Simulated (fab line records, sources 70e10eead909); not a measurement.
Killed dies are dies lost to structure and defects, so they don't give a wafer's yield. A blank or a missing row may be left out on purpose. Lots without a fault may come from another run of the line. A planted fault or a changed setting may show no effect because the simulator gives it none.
Which tool did it? | flow nand_harc | 24 lots, 72 wafers sampled, at 3 steps of a route of 1159

WHAT THE GAUGES READ, wafer by wafer
NHARC_A_WL_FILL_INSPECT_15. Usual: raw_defect_count 380, standard deviation 130.
lot  | measured     | on                | raw_defect_count | flag
L074 | day 15 22:15 | defect_inspect-02 | 277 268 351      |
L077 | day 16 09:38 | defect_inspect-01 | 394 515 523      |
L075 | day 16 08:42 | defect_inspect-01 | 294 329 362      |
L076 | day 17 04:53 | defect_inspect-02 | 315 330 279      |
L078 | day 17 00:37 | defect_inspect-01 | 465 269 262      |
L080 | day 17 17:56 | defect_inspect-02 | 650 387 367      |
L079 | day 17 16:20 | defect_inspect-02 | 630 547 389      |
L081 | day 17 20:38 | defect_inspect-02 | 164 253 201      |
L082 | day 18 06:28 | defect_inspect-02 | 920 317 859      |
L083 | day 18 06:41 | defect_inspect-01 | 335 502 437      |
L084 | day 18 11:59 | defect_inspect-02 | 253 284 432      |
L085 | day 18 19:47 | defect_inspect-02 | 215 309 245      |
L087 | day 19 01:42 | defect_inspect-02 | 286 266 305      |
L086 | day 19 08:02 | defect_inspect-01 | 404 459 427      |
L090 | day 19 20:25 | defect_inspect-01 | 414 494 468      |
L088 | day 19 23:29 | defect_inspect-02 | 676 476 601      |
L093 | day 20 00:42 | defect_inspect-02 | 282 334 262      |
L089 | day 20 05:29 | defect_inspect-02 | 258 240 248      |
L091 | day 20 05:39 | defect_inspect-02 | 234 322 293      |
L092 | day 20 15:29 | defect_inspect-02 | 377 352 288      |
L094 | day 21 05:23 | defect_inspect-02 | 436 318 640      |
L096 | day 21 05:26 | defect_inspect-02 | 428 425 546      |
L097 | day 21 11:36 | defect_inspect-02 | 342 279 500      |
L095 | day 21 22:10 | defect_inspect-02 | 280 429 280      |

WHICH TOOL RAN EACH LOT (tool, then ch and the chambers of the sampled wafers, then the start)
lot  | NHARC_A_WL_FILL_ETCHBACK_16                   | NHARC_A_WL_FILL_STRIP_29
L074 | rie_diel-01 ch 1,2,3, day 15 10:56 or earlier | rie_diel-01 ch 0,3, day 15 10:56
L077 | rie_diel-09 ch 1,2, day 15 19:10 or earlier   | rie_diel-09 ch 0,3, day 15 19:10
L075 | rie_diel-01 ch 1,2,3, day 15 19:10 or earlier | rie_diel-01 ch 1,3, day 15 19:10
L076 | rie_diel-01 ch 0,2, day 16 13:00 or earlier   | rie_diel-01 ch 1,2, day 16 13:00
L078 | rie_diel-09 ch 2,3, day 16 13:03 or earlier   | rie_diel-09 ch 0,2, day 16 13:03
L080 | rie_diel-01 ch 2,3, day 16 21:25 or earlier   | rie_diel-01 ch 1,3, day 16 21:25
L079 | rie_diel-09 ch 2,3, day 16 21:27 or earlier   | rie_diel-09 ch 0,1,2, day 16 21:27
L081 | rie_diel-04 ch 0,2, day 17 00:34 or earlier   | rie_diel-04 ch 0,2, day 17 00:34
L082 | rie_diel-01 ch 1,2,3, day 17 18:19 or earlier | rie_diel-01 ch 0,1, day 17 18:19
L083 | rie_diel-04 ch 0,3, day 17 18:19 or earlier   | rie_diel-04 ch 0,1,3, day 17 18:19
L084 | rie_diel-01 ch 1,3, day 17 23:43 or earlier   | rie_diel-01 ch 0,3, day 17 23:43
L085 | rie_diel-09 ch 0,3, day 18 08:18 or earlier   | rie_diel-09 ch 0,2, day 18 08:18
L087 | rie_diel-04 ch 0,1,3, day 18 11:25 or earlier | rie_diel-04 ch 0,3, day 18 11:25
L086 | rie_diel-04 ch 0,1,2, day 18 14:18 or earlier | rie_diel-04 ch 0,3, day 18 14:18
L090 | rie_diel-04 ch 1,2, day 19 09:05 or earlier   | rie_diel-04 ch 0,1,3, day 19 09:05
L088 | rie_diel-09 ch 0,2,3, day 19 12:11 or earlier | rie_diel-09 ch 0,1,2, day 19 12:11
L093 | rie_diel-04 ch 0,3, day 19 14:10 or earlier   | rie_diel-04 ch 0,1,3, day 19 14:10
L089 | rie_diel-01 ch 0,1,3, day 19 17:33 or earlier | rie_diel-01 ch 1,2,3, day 19 17:33
L091 | rie_diel-04 ch 0,1, day 19 18:02 or earlier   | rie_diel-04 ch 0,2,3, day 19 18:02
L092 | rie_diel-09 ch 0,1,3, day 20 04:17 or earlier | rie_diel-09 ch 0,2,3, day 20 04:17
L094 | rie_diel-01 ch 1,2,3, day 20 18:07 or earlier | rie_diel-01 ch 0,1,2, day 20 18:07
L096 | rie_diel-09 ch 1,3, day 20 19:10 or earlier   | rie_diel-09 ch 0,1,2, day 20 19:10
L097 | rie_diel-04 ch 0,1,3, day 20 21:10 or earlier | rie_diel-04 ch 0,1,3, day 20 21:10
L095 | rie_diel-01 ch 0,3, day 21 07:02 or earlier   | rie_diel-01 ch 0,1,2, day 21 07:02
- NHARC_A_WL_FILL_ETCHBACK_16: etches the open film in C4F8/O2/Ar, target depth 88 nm, time 17.6 s.
- NHARC_A_WL_FILL_STRIP_29: strips in O2, time 20 s.

WHAT THE TOOLS THEMSELVES READ (means of the sampled wafers that have a number; where no wafer has one, the mark that the record gives instead)
NHARC_A_WL_FILL_ETCHBACK_16. Usual: oes_product_au 0.99 a.u., standard deviation 0.033; rf_vpp_V 723 V, standard deviation 4.6.
lot  | tool        | oes_product_au (a.u.) | rf_vpp_V (V) | flag
L074 | rie_diel-01 | 0.99                  | 722          |
L077 | rie_diel-09 | 0.99                  | 730          |
L075 | rie_diel-01 | 1.00                  | 721          |
L076 | rie_diel-01 | 0.94                  | 724          |
L078 | rie_diel-09 | 1.01                  | 723          |
L080 | rie_diel-01 | 0.99                  | 720          |
L079 | rie_diel-09 | 1.02                  | 727          |
L081 | rie_diel-04 | 1.02                  | 723          |
L082 | rie_diel-01 | 0.95                  | 721          |
L083 | rie_diel-04 | 1.00                  | 720          |
L084 | rie_diel-01 | 1.01                  | 720          |
L085 | rie_diel-09 | 1.00                  | 722          |
L087 | rie_diel-04 | 1.00                  | 719          |
L086 | rie_diel-04 | 0.93                  | 720          |
L090 | rie_diel-04 | 1.01                  | 723          |
L088 | rie_diel-09 | 1.01                  | 725          |
L093 | rie_diel-04 | 0.99                  | 718          |
L089 | rie_diel-01 | 0.93                  | 724          |
L091 | rie_diel-04 | 1.00                  | 718          |
L092 | rie_diel-09 | 1.01                  | 724          |
L094 | rie_diel-01 | 0.92                  | 722          |
L096 | rie_diel-09 | 1.02                  | 727          |
L097 | rie_diel-04 | 1.01                  | 719          |
L095 | rie_diel-01 | 0.94                  | 721          |

NHARC_A_WL_FILL_STRIP_29. Usual: drypump_motor_current_A 5.8 A, standard deviation 0.44; o2_flow_sccm 500.2 sccm, standard deviation 1.5; oes_product_au 1.002 a.u., standard deviation 0.012; rf_vpp_V 57.9 V, standard deviation 0.86; showerhead_plenum_p_Torr 3.52 Torr, standard deviation 0.15; throttle_valve_pct 17.034 %, standard deviation 0.0091.
lot  | tool        | drypump_motor_current_A (A) | o2_flow_sccm (sccm) | oes_product_au (a.u.) | rf_vpp_V (V) | showerhead_plenum_p_Torr (Torr) | throttle_valve_pct (%) | flag
L074 | rie_diel-01 | 6.1                         | 501.8               | 1.010                 | 58.6         | 3.61                            | 17.029                 |
L077 | rie_diel-09 | 5.5                         | 501.1               | 0.991                 | 58.0         | 3.50                            | 17.028                 |
L075 | rie_diel-01 | 5.7                         | 499.4               | 0.999                 | 57.5         | 3.50                            | 17.032                 |
L076 | rie_diel-01 | 5.4                         | 500.3               | 0.993                 | 57.5         | 3.49                            | 17.036                 |
L078 | rie_diel-09 | 5.5                         | 500.4               | 0.989                 | 57.9         | 3.60                            | 17.034                 |
L080 | rie_diel-01 | 5.9                         | 500.1               | 1.007                 | 57.5         | 3.42                            | 17.029                 |
L079 | rie_diel-09 | 5.4                         | 497.9               | 1.000                 | 57.9         | 3.69                            | 17.028                 |
L081 | rie_diel-04 | 5.7                         | 500.3               | 1.014                 | 58.5         | 3.43                            | 17.028                 |
L082 | rie_diel-01 | 5.8                         | 500.4               | 0.995                 | 58.0         | 3.69                            | 17.037                 |
L083 | rie_diel-04 | 6.2                         | 500.3               | 1.005                 | 56.5         | 3.39                            | 17.028                 |
L084 | rie_diel-01 | 6.1                         | 497.6               | 1.013                 | 58.6         | 3.61                            | 17.028                 |
L085 | rie_diel-09 | 5.5                         | 498.6               | 1.004                 | 57.1         | 3.60                            | 17.031                 |
L087 | rie_diel-04 | 6.1                         | 500.7               | 1.012                 | 58.4         | 3.37                            | 17.030                 |
L086 | rie_diel-04 | 6.1                         | 499.3               | 1.014                 | 56.6         | 3.37                            | 17.038                 |
L090 | rie_diel-04 | 6.2                         | 500.8               | 1.013                 | 58.1         | 3.39                            | 17.033                 |
L088 | rie_diel-09 | 5.4                         | 500.7               | 1.008                 | 57.9         | 3.69                            | 17.034                 |
L093 | rie_diel-04 | 6.2                         | 500.0               | 1.006                 | 57.7         | 3.39                            | 17.035                 |
L089 | rie_diel-01 | 5.7                         | 501.6               | 0.996                 | 57.6         | 3.45                            | 17.047                 |
L091 | rie_diel-04 | 5.8                         | 499.2               | 1.018                 | 58.0         | 3.45                            | 17.031                 |
L092 | rie_diel-09 | 5.7                         | 499.3               | 1.005                 | 57.8         | 3.57                            | 17.038                 |
L094 | rie_diel-01 | 5.6                         | 499.8               | 0.995                 | 57.9         | 3.59                            | 17.029                 |
L096 | rie_diel-09 | 5.4                         | 499.4               | 1.001                 | 58.2         | 3.69                            | 17.043                 |
L097 | rie_diel-04 | 6.2                         | 500.0               | 0.999                 | 56.5         | 3.38                            | 17.043                 |
L095 | rie_diel-01 | 5.6                         | 500.3               | 0.991                 | 58.2         | 3.59                            | 17.041                 |

THE ANSWER, worked out from the rows above alone
Rule: a lot is off if the mean of its wafers that have a number lies more than 3 standard deviations from the usual mean. A lot without any number at a reading at which 4 lots or more have one is off too. The other lots that the step has rows for count as sound. The gauges are gone through in route order, then the tools' own readings, and for those a lot's mean is taken as printed above. The first step at which some lot is off is used, and at that step the reading that is off furthest; a lot without a number counts as furthest.
No lot is off at any reading shown: from this, nothing can be told.

WHAT THE SIMULATOR HAD PUT IN
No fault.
